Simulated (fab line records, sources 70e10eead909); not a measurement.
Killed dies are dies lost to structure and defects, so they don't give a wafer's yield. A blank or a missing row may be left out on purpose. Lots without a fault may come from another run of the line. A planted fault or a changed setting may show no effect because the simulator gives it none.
Which tool did it? | flow nand_harc | 22 lots, 66 wafers sampled, at 6 steps of a route of 1302

WHAT THE GAUGES READ, wafer by wafer
NHARC_A_CHANNEL_HOLE_D2_OVL_MEAS_11. Usual: overlay_x_nm 0.1 nm, standard deviation 0.67; overlay_y_nm 0.3 nm, standard deviation 0.88.
lot  | measured     | on         | overlay_x_nm (nm) | overlay_y_nm (nm) | flag
L075 | day 13 23:29 | overlay-02 | -1.0 -0.8 -0.3    | 0.7 0.6 0.1       |
L076 | day 14 12:36 | overlay-02 | 0.4 0.8 0.6       | 0.9 1.1 0.9       |
L077 | day 14 14:26 | overlay-02 | 0.6 0.6 0.9       | -2.0 -1.5 -1.5    |
L079 | day 15 01:39 | overlay-02 | 0.1 0.6 0.2       | -0.5 -0.5 -0.4    |
L078 | day 15 16:54 | overlay-01 | 0.2 0.3 0.4       | -0.2 0.5 -0.7     |
L080 | day 15 18:49 | overlay-01 | -0.5 0.2 -0.5     | -2.1 -1.4 -1.3    |
L081 | day 16 09:17 | overlay-01 | 0.3 0.3 0.6       | -0.4 0.3 0.1      |
L082 | day 16 09:35 | overlay-02 | 1.1 0.9 0.9       | 0.7 0.9 1.0       |
L084 | day 17 10:43 | overlay-02 | 1.0 0.8 1.4       | 1.7 1.3 1.1       |
L085 | day 18 00:59 | overlay-01 | -0.3 -0.6 0.3     | 1.0 0.5 0.7       |
L086 | day 18 17:50 | overlay-01 | -1.1 -1.1 -1.1    | -0.2 0.2 0.1      |
L087 | day 18 18:03 | overlay-02 | -1.1 -1.0 -0.9    | 1.8 1.2 0.9       |
L088 | day 19 05:32 | overlay-02 | -0.1 -0.2 0.1     | 0.4 0.6 0.7       |
L089 | day 19 05:20 | overlay-01 | 0.1 0.9 0.6       | 0.6 0.2 0.4       |
L090 | day 19 16:58 | overlay-01 | 0.6 0.2 1.0       | 1.1 1.0 1.4       |
L091 | day 20 06:31 | overlay-02 | -0.4 0.4 -0.3     | -0.7 -1.4 -0.6    |
L092 | day 20 17:34 | overlay-02 | -0.4 -0.3 -0.2    | -0.4 -0.5 -0.5    |
L093 | day 20 16:13 | overlay-01 | -0.2 -0.5 0.0     | 1.8 1.8 2.0       |
L094 | day 21 00:50 | overlay-02 | 0.6 0.7 0.8       | 0.9 1.2 1.1       |
L095 | day 22 07:12 | overlay-01 | -0.9 -0.7 -1.3    | 0.5 0.8 0.8       |
L096 | day 23 00:22 | overlay-01 | 0.4 0.2 0.3       | 1.0 0.9 0.6       |
L097 | day 22 23:58 | overlay-02 | 0.4 0.2 0.7       | -0.2 -0.1 -0.2    |

WHICH TOOL RAN EACH LOT (tool, then ch and the chambers of the sampled wafers, then the start)
lot  | NHARC_P_BONDPAD_ACTIVATE_29        | NHARC_A_CHANNEL_HOLE_D1_ETCH_38    | NHARC_A_CHANNEL_HOLE_D1_ETCH_39               | NHARC_A_CHANNEL_HOLE_D1_ETCH_44    | NHARC_A_CHANNEL_FILL_D1_CMP_10
L075 | rie_diel-06 ch 0,3, day 7 06:50    | rie_diel-12 ch 0,3, day 9 02:43    | rie_diel-12 ch 1,3, day 9 10:30 or earlier    | rie_diel-12 ch 1,2, day 9 10:30    | cmp-04 ch 1,2,3, day 11 12:52
L076 | rie_diel-06 ch 0,2,3, day 7 21:08  | rie_diel-12 ch 0,1,2, day 9 15:59  | rie_diel-12 ch 2,3, day 9 22:09 or earlier    | rie_diel-12 ch 0,1,2, day 9 22:09  | cmp-02 ch 0,3, day 12 01:13
L077 | rie_diel-02 ch 1,2,3, day 8 01:13  | rie_diel-12 ch 2,3, day 9 21:22    | rie_diel-12 ch 0,1,2, day 10 03:12 or earlier | rie_diel-01 ch 0,2,3, day 10 03:12 | cmp-04 ch 1,2, day 12 05:37
L079 | rie_diel-06 ch 1,2,3, day 8 20:47  | rie_diel-12 ch 0,1, day 10 12:35   | rie_diel-12 ch 0,1,2, day 10 18:26 or earlier | rie_diel-01 ch 0,1,2, day 10 18:26 | cmp-04 ch 0,3, day 13 00:44
L078 | rie_diel-06 ch 0,1,3, day 9 06:22  | rie_diel-12 ch 0,1,2, day 11 00:19 | rie_diel-12 ch 0,2,3, day 11 06:07 or earlier | rie_diel-12 ch 0,2, day 11 06:07   | cmp-03 ch 0,2, day 13 07:52
L080 | rie_diel-06 ch 1,2,3, day 9 14:36  | rie_diel-04 ch 0,1, day 11 05:51   | rie_diel-04 ch 0,1,3, day 11 11:44 or earlier | rie_diel-12 ch 0,1, day 11 11:44   | cmp-03 ch 0,2, day 13 13:44
L081 | rie_diel-06 ch 0,3, day 10 04:26   | rie_diel-04 ch 0,1,3, day 11 19:34 | rie_diel-04 ch 0,2,3, day 12 01:21 or earlier | rie_diel-01 ch 0,2,3, day 12 01:21 | cmp-04 ch 1,2,3, day 14 03:55
L082 | rie_diel-11 ch 1,2, day 10 07:14   | rie_diel-01 ch 2,3, day 11 19:23   | rie_diel-01 ch 1,2,3, day 12 01:12 or earlier | rie_diel-12 ch 0,1, day 12 01:12   | cmp-03 ch 0,1, day 14 03:52
L084 | rie_diel-02 ch 0,2,3, day 11 03:33 | rie_diel-12 ch 0,1,2, day 12 19:43 | rie_diel-12 ch 0,1,2, day 13 01:32 or earlier | rie_diel-12 ch 1,2,3, day 13 01:32 | cmp-03 ch 0,1,3, day 15 01:10
L085 | rie_diel-11 ch 0,3, day 11 11:23   | rie_diel-12 ch 2,3, day 13 02:55   | rie_diel-12 ch 1,2, day 13 08:55 or earlier   | rie_diel-04 ch 0,1,3, day 13 08:55 | cmp-02 ch 1,2,3, day 15 12:50
L086 | rie_diel-06 ch 0,2,3, day 11 21:49 | rie_diel-12 ch 1,3, day 13 19:53   | rie_diel-12 ch 0,1, day 14 07:46 or earlier   | rie_diel-12 ch 1,2, day 14 07:46   | cmp-03 ch 0,2, day 16 08:10
L087 | rie_diel-11 ch 0,2,3, day 12 00:40 | rie_diel-04 ch 0,1,2, day 14 08:22 | rie_diel-04 ch 1,2,3, day 14 16:06 or earlier | rie_diel-04 ch 1,2,3, day 14 16:06 | cmp-03 ch 1,2,3, day 16 16:53
L088 | rie_diel-11 ch 0,2, day 12 15:23   | rie_diel-12 ch 1,2,3, day 14 15:24 | rie_diel-12 ch 1,2, day 15 00:56 or earlier   | rie_diel-12 ch 0,1,2, day 15 00:56 | cmp-03 ch 0,2,3, day 17 04:20
L089 | rie_diel-06 ch 0,1,2, day 12 21:22 | rie_diel-12 ch 1,2,3, day 14 17:17 | rie_diel-12 ch 0,1,3, day 15 04:34 or earlier | rie_diel-12 ch 0,2,3, day 15 04:34 | cmp-02 ch 0,1,3, day 17 04:16
L090 | rie_diel-11 ch 2,3, day 13 02:57   | rie_diel-12 ch 0,1,3, day 14 20:15 | rie_diel-12 ch 2,3, day 15 05:03 or earlier   | rie_diel-01 ch 0,2,3, day 15 05:03 | cmp-03 ch 0,1, day 17 09:52
L091 | rie_diel-06 ch 0,1, day 13 15:29   | rie_diel-01 ch 2,3, day 15 15:11   | rie_diel-01 ch 0,1,3, day 15 22:13 or earlier | rie_diel-12 ch 0,1,2, day 15 22:13 | cmp-03 ch 0,1,3, day 18 01:19
L092 | rie_diel-06 ch 0,1,2, day 14 07:49 | rie_diel-12 ch 1,2,3, day 16 04:26 | rie_diel-12 ch 0,1,3, day 16 10:17 or earlier | rie_diel-12 ch 1,2,3, day 16 10:17 | cmp-04 ch 1,2,3, day 18 12:41
L093 | rie_diel-06 ch 1,3, day 14 11:53   | rie_diel-12 ch 0,1, day 16 03:20   | rie_diel-12 ch 0,1,2, day 16 09:13 or earlier | rie_diel-12 ch 1,2,3, day 16 09:13 | cmp-02 ch 0,3, day 18 12:40
L094 | rie_diel-06 ch 0,1, day 14 21:45   | rie_diel-12 ch 1,2, day 16 14:04   | rie_diel-12 ch 0,1, day 16 20:05 or earlier   | rie_diel-12 ch 0,2, day 16 20:05   | cmp-04 ch 0,1,3, day 18 22:10
L095 | rie_diel-11 ch 0,1,2, day 15 22:17 | rie_diel-12 ch 0,2,3, day 17 19:40 | rie_diel-12 ch 1,2,3, day 18 01:29 or earlier | rie_diel-12 ch 0,1,2, day 18 01:29 | cmp-02 ch 1,2,3, day 20 02:30
L096 | rie_diel-06 ch 0,1,3, day 16 02:41 | rie_diel-12 ch 1,2,3, day 17 23:25 | rie_diel-12 ch 1,2,3, day 18 05:12 or earlier | rie_diel-12 ch 0,2,3, day 18 05:12 | cmp-02 ch 0,2,3, day 20 08:24
L097 | rie_diel-02 ch 0,1,2, day 16 09:13 | rie_diel-12 ch 1,2, day 18 03:02   | rie_diel-12 ch 2,3, day 18 09:24 or earlier   | rie_diel-12 ch 0,2, day 18 09:24   | cmp-04 ch 0,1,2, day 20 08:27
- NHARC_P_BONDPAD_ACTIVATE_29: chemistry N2, time 60 s.
- NHARC_A_CHANNEL_HOLE_D1_ETCH_38: etches the open film in CF4, target depth 39 nm, time 65 s.
- NHARC_A_CHANNEL_HOLE_D1_ETCH_39: etches the open film in N2/H2, target depth 260 nm, time 325 s.
- NHARC_A_CHANNEL_HOLE_D1_ETCH_44: etches the open film in CF4/O2, target depth 140 nm, overetch 14 nm, time 77 s.
- NHARC_A_CHANNEL_FILL_D1_CMP_10: polishes, target thk 150 nm.

WHAT THE TOOLS THEMSELVES READ (means of the sampled wafers that have a number; where no wafer has one, the mark that the record gives instead)
NHARC_P_BONDPAD_ACTIVATE_29. Usual: drypump_motor_current_A 5.5 A, standard deviation 0.44; oes_product_au 1.000 a.u., standard deviation 0.0098; rf_vpp_V 64.2 V, standard deviation 0.86; showerhead_plenum_p_Torr 1.77 Torr, standard deviation 0.081.
lot  | tool        | drypump_motor_current_A (A) | oes_product_au (a.u.) | rf_vpp_V (V) | showerhead_plenum_p_Torr (Torr) | flag
L075 | rie_diel-06 | 5.5                         | 1.010                 | 64.0         | 1.71                            |
L076 | rie_diel-06 | 5.5                         | 1.001                 | 64.3         | 1.78                            |
L077 | rie_diel-02 | 6.1                         | 0.999                 | 63.8         | 1.79                            |
L079 | rie_diel-06 | 5.3                         | 1.001                 | 64.9         | 1.82                            |
L078 | rie_diel-06 | 5.3                         | 0.999                 | 63.9         | 1.75                            |
L080 | rie_diel-06 | 5.3                         | 0.987                 | 64.7         | 1.82                            |
L081 | rie_diel-06 | 5.1                         | 0.994                 | 62.9         | 1.71                            |
L082 | rie_diel-11 | 5.1                         | 1.012                 | 63.2         | 1.72                            |
L084 | rie_diel-02 | 5.9                         | 0.989                 | 63.9         | 1.79                            |
L085 | rie_diel-11 | 5.4                         | 1.007                 | 63.1         | 1.70                            |
L086 | rie_diel-06 | 5.5                         | 0.991                 | 64.0         | 1.77                            |
L087 | rie_diel-11 | 5.4                         | 1.001                 | 63.9         | 1.71                            |
L088 | rie_diel-11 | 5.1                         | 1.006                 | 63.7         | 1.66                            |
L089 | rie_diel-06 | 5.6                         | 0.997                 | 63.9         | 1.82                            |
L090 | rie_diel-11 | 5.6                         | 1.004                 | 63.7         | 1.77                            |
L091 | rie_diel-06 | 5.5                         | 0.988                 | 64.3         | 1.80                            |
L092 | rie_diel-06 | 5.6                         | 0.996                 | 64.3         | 1.82                            |
L093 | rie_diel-06 | 5.1                         | 0.995                 | 64.0         | 1.80                            |
L094 | rie_diel-06 | 5.6                         | 1.002                 | 64.4         | 1.76                            |
L095 | rie_diel-11 | 5.1                         | 1.002                 | 64.1         | 1.69                            |
L096 | rie_diel-06 | 5.3                         | 1.003                 | 64.4         | 1.75                            |
L097 | rie_diel-02 | 5.8                         | 0.996                 | 64.7         | 1.79                            |

NHARC_A_CHANNEL_HOLE_D1_ETCH_38. Usual: drypump_motor_current_A 5.63 A, standard deviation 0.27; oes_product_au 1.003 a.u., standard deviation 0.0088; rf_vpp_V 151.1 V, standard deviation 1.3; showerhead_plenum_p_Torr 1.76 Torr, standard deviation 0.081; throttle_valve_pct 13.283 %, standard deviation 0.0098.
lot  | tool        | drypump_motor_current_A (A) | oes_product_au (a.u.) | rf_vpp_V (V) | showerhead_plenum_p_Torr (Torr) | throttle_valve_pct (%) | flag
L075 | rie_diel-12 | 5.58                        | 0.999                 | 152.2        | 1.84                            | 13.282                 |
L076 | rie_diel-12 | 5.58                        | 1.001                 | 151.6        | 1.74                            | 13.291                 |
L077 | rie_diel-12 | 5.76                        | 0.991                 | 151.2        | 1.81                            | 13.284                 |
L079 | rie_diel-12 | 5.61                        | 0.998                 | 149.9        | 1.71                            | 13.295                 |
L078 | rie_diel-12 | 5.60                        | 1.000                 | 151.2        | 1.74                            | 13.289                 |
L080 | rie_diel-04 | 5.37                        | 0.998                 | 151.5        | 1.80                            | 13.282                 |
L081 | rie_diel-04 | 5.34                        | 1.010                 | 150.8        | 1.82                            | 13.275                 |
L082 | rie_diel-01 | 5.46                        | 0.991                 | 150.5        | 1.69                            | 13.291                 |
L084 | rie_diel-12 | 5.57                        | 1.011                 | 151.4        | 1.74                            | 13.283                 |
L085 | rie_diel-12 | 5.72                        | 1.010                 | 151.1        | 1.76                            | 13.283                 |
L086 | rie_diel-12 | 5.80                        | 1.001                 | 151.2        | 1.78                            | 13.276                 |
L087 | rie_diel-04 | 5.57                        | 1.000                 | 151.0        | 1.78                            | 13.286                 |
L088 | rie_diel-12 | 5.72                        | 1.010                 | 149.9        | 1.74                            | 13.293                 |
L089 | rie_diel-12 | 5.74                        | 1.008                 | 151.4        | 1.74                            | 13.277                 |
L090 | rie_diel-12 | 5.65                        | 1.014                 | 150.9        | 1.78                            | 13.286                 |
L091 | rie_diel-01 | 5.69                        | 1.007                 | 150.3        | 1.70                            | 13.275                 |
L092 | rie_diel-12 | 5.73                        | 1.010                 | 151.1        | 1.74                            | 13.287                 |
L093 | rie_diel-12 | 5.60                        | 1.006                 | 150.9        | 1.71                            | 13.283                 |
L094 | rie_diel-12 | 5.66                        | 1.012                 | 150.5        | 1.69                            | 13.290                 |
L095 | rie_diel-12 | 5.65                        | 1.006                 | 151.1        | 1.80                            | 13.284                 |
L096 | rie_diel-12 | 5.74                        | 1.010                 | 151.4        | 1.74                            | 13.284                 |
L097 | rie_diel-12 | 5.69                        | 1.008                 | 149.6        | 1.67                            | 13.280                 |

NHARC_A_CHANNEL_HOLE_D1_ETCH_39. Usual: drypump_motor_current_A 5.64 A, standard deviation 0.27; oes_product_au 1.003 a.u., standard deviation 0.0088; rf_vpp_V 430.2 V, standard deviation 3; showerhead_plenum_p_Torr 2.02 Torr, standard deviation 0.1; throttle_valve_pct 14.171 %, standard deviation 0.009.
lot  | tool        | drypump_motor_current_A (A) | oes_product_au (a.u.) | rf_vpp_V (V) | showerhead_plenum_p_Torr (Torr) | throttle_valve_pct (%) | flag
L075 | rie_diel-12 | 5.81                        | 0.994                 | 430.5        | 2.06                            | 14.176                 |
L076 | rie_diel-12 | 5.73                        | 0.998                 | 430.5        | 2.04                            | 14.176                 |
L077 | rie_diel-12 | 5.59                        | 0.999                 | 429.6        | 2.00                            | 14.164                 |
L079 | rie_diel-12 | 5.58                        | 1.001                 | 429.9        | 2.00                            | 14.170                 |
L078 | rie_diel-12 | 5.65                        | 1.005                 | 432.6        | 2.09                            | 14.170                 |
L080 | rie_diel-04 | 5.37                        | 1.004                 | 432.1        | 2.10                            | 14.174                 |
L081 | rie_diel-04 | 5.57                        | 1.002                 | 432.5        | 2.09                            | 14.175                 |
L082 | rie_diel-01 | 5.83                        | 1.006                 | 428.6        | 1.95                            | 14.173                 |
L084 | rie_diel-12 | 5.59                        | 1.003                 | 429.6        | 2.00                            | 14.172                 |
L085 | rie_diel-12 | 5.68                        | 1.016                 | 427.5        | 1.95                            | 14.167                 |
L086 | rie_diel-12 | 5.59                        | 1.017                 | 428.2        | 1.96                            | 14.165                 |
L087 | rie_diel-04 | 5.69                        | 1.005                 | 429.0        | 2.02                            | 14.167                 |
L088 | rie_diel-12 | 5.68                        | 1.015                 | 426.9        | 1.91                            | 14.159                 |
L089 | rie_diel-12 | 5.67                        | 1.004                 | 430.7        | 2.05                            | 14.163                 |
L090 | rie_diel-12 | 5.72                        | 0.997                 | 430.5        | 2.03                            | 14.163                 |
L091 | rie_diel-01 | 5.75                        | 1.011                 | 428.8        | 1.96                            | 14.169                 |
L092 | rie_diel-12 | 5.66                        | 1.000                 | 430.8        | 2.05                            | 14.170                 |
L093 | rie_diel-12 | 5.60                        | 1.004                 | 429.9        | 2.00                            | 14.169                 |
L094 | rie_diel-12 | 5.51                        | 1.003                 | 430.7        | 2.05                            | 14.176                 |
L095 | rie_diel-12 | 5.75                        | 1.006                 | 428.6        | 2.00                            | 14.168                 |
L096 | rie_diel-12 | 5.73                        | 1.004                 | 428.9        | 2.00                            | 14.174                 |
L097 | rie_diel-12 | 5.76                        | 1.005                 | 431.6        | 2.09                            | 14.162                 |

NHARC_A_CHANNEL_HOLE_D1_ETCH_44. Usual: drypump_motor_current_A 5.62 A, standard deviation 0.3; oes_product_au 1.002 a.u., standard deviation 0.011; rf_vpp_V 197.5 V, standard deviation 1.7; showerhead_plenum_p_Torr 1.32 Torr, standard deviation 0.064; throttle_valve_pct 13.398 %, standard deviation 0.0095.
lot  | tool        | drypump_motor_current_A (A) | oes_product_au (a.u.) | rf_vpp_V (V) | showerhead_plenum_p_Torr (Torr) | throttle_valve_pct (%) | flag
L075 | rie_diel-12 | 5.66                        | 0.993                 | 196.5        | 1.28                            | 13.403                 |
L076 | rie_diel-12 | 5.60                        | 1.000                 | 197.7        | 1.31                            | 13.390                 |
L077 | rie_diel-01 | 5.35                        | 1.006                 | 196.4        | 1.28                            | 13.402                 |
L079 | rie_diel-01 | 5.52                        | 1.003                 | 195.9        | 1.28                            | 13.401                 |
L078 | rie_diel-12 | 5.50                        | 0.997                 | 199.2        | 1.36                            | 13.395                 |
L080 | rie_diel-12 | 5.50                        | 0.990                 | 197.7        | 1.34                            | 13.396                 |
L081 | rie_diel-01 | 5.34                        | 1.007                 | 195.7        | 1.28                            | 13.388                 |
L082 | rie_diel-12 | 5.51                        | 1.002                 | 197.5        | 1.34                            | 13.403                 |
L084 | rie_diel-12 | 5.73                        | 1.006                 | 198.1        | 1.31                            | 13.393                 |
L085 | rie_diel-04 | 5.34                        | 1.001                 | 197.6        | 1.37                            | 13.399                 |
L086 | rie_diel-12 | 5.66                        | 1.005                 | 196.1        | 1.28                            | 13.395                 |
L087 | rie_diel-04 | 5.68                        | 1.006                 | 196.5        | 1.33                            | 13.398                 |
L088 | rie_diel-12 | 5.59                        | 1.006                 | 197.8        | 1.31                            | 13.400                 |
L089 | rie_diel-12 | 5.65                        | 1.006                 | 198.6        | 1.36                            | 13.393                 |
L090 | rie_diel-01 | 5.37                        | 1.000                 | 196.5        | 1.27                            | 13.390                 |
L091 | rie_diel-12 | 5.60                        | 1.006                 | 197.2        | 1.31                            | 13.408                 |
L092 | rie_diel-12 | 5.72                        | 1.008                 | 197.2        | 1.31                            | 13.395                 |
L093 | rie_diel-12 | 5.73                        | 0.998                 | 197.8        | 1.31                            | 13.394                 |
L094 | rie_diel-12 | 5.50                        | 1.005                 | 198.7        | 1.36                            | 13.396                 |
L095 | rie_diel-12 | 5.59                        | 1.003                 | 197.5        | 1.31                            | 13.402                 |
L096 | rie_diel-12 | 5.64                        | 0.999                 | 198.5        | 1.36                            | 13.400                 |
L097 | rie_diel-12 | 5.48                        | 1.000                 | 198.4        | 1.36                            | 13.392                 |

NHARC_A_CHANNEL_FILL_D1_CMP_10. Usual: motor_current_A 12.0 A, standard deviation 1.3; slurry_filter_dp_kPa 13.51 kPa, standard deviation 0.15; time_to_endpoint_s 13.5 s, standard deviation 2.5.
lot  | tool   | motor_current_A (A) | slurry_filter_dp_kPa (kPa) | time_to_endpoint_s (s) | flag
L075 | cmp-04 | 12.0                | 13.54                      | 11.8                   |
L076 | cmp-02 | 12.1                | 13.51                      | 15.0                   |
L077 | cmp-04 | 11.9                | 13.50                      | 14.4                   |
L079 | cmp-04 | 11.1                | 13.49                      | 12.0                   |
L078 | cmp-03 | 13.3                | 13.49                      | 13.6                   |
L080 | cmp-03 | 13.3                | 13.50                      | 11.6                   |
L081 | cmp-04 | 12.1                | 13.45                      | 18.3                   |
L082 | cmp-03 | 13.6                | 13.60                      | 12.3                   |
L084 | cmp-03 | 12.8                | 13.42                      | 10.5                   |
L085 | cmp-02 | 12.3                | 13.59                      | 14.1                   |
L086 | cmp-03 | 13.6                | 13.41                      | 13.3                   |
L087 | cmp-03 | 11.8                | 13.31                      | 11.1                   |
L088 | cmp-03 | 13.5                | 13.48                      | 12.9                   |
L089 | cmp-02 | 12.6                | 13.48                      | 15.1                   |
L090 | cmp-03 | 13.8                | 13.56                      | 9.2                    |
L091 | cmp-03 | 12.7                | 13.58                      | 12.5                   |
L092 | cmp-04 | 11.9                | 13.37                      | 16.1                   |
L093 | cmp-02 | 11.7                | 13.52                      | 14.6                   |
L094 | cmp-04 | 11.8                | 13.50                      | 17.6                   |
L095 | cmp-02 | 12.0                | 13.56                      | 14.8                   |
L096 | cmp-02 | 11.7                | 13.58                      | 12.7                   |
L097 | cmp-04 | 11.6                | 13.46                      | 15.8                   |

THE ANSWER, worked out from the rows above alone
Rule: a lot is off if the mean of its wafers that have a number lies more than 3 standard deviations from the usual mean. A lot without any number at a reading at which 4 lots or more have one is off too. The other lots that the step has rows for count as sound. The gauges are gone through in route order, then the tools' own readings, and for those a lot's mean is taken as printed above. The first step at which some lot is off is used, and at that step the reading that is off furthest; a lot without a number counts as furthest.
No lot is off at any reading shown: from this, nothing can be told.

WHAT THE SIMULATOR HAD PUT IN
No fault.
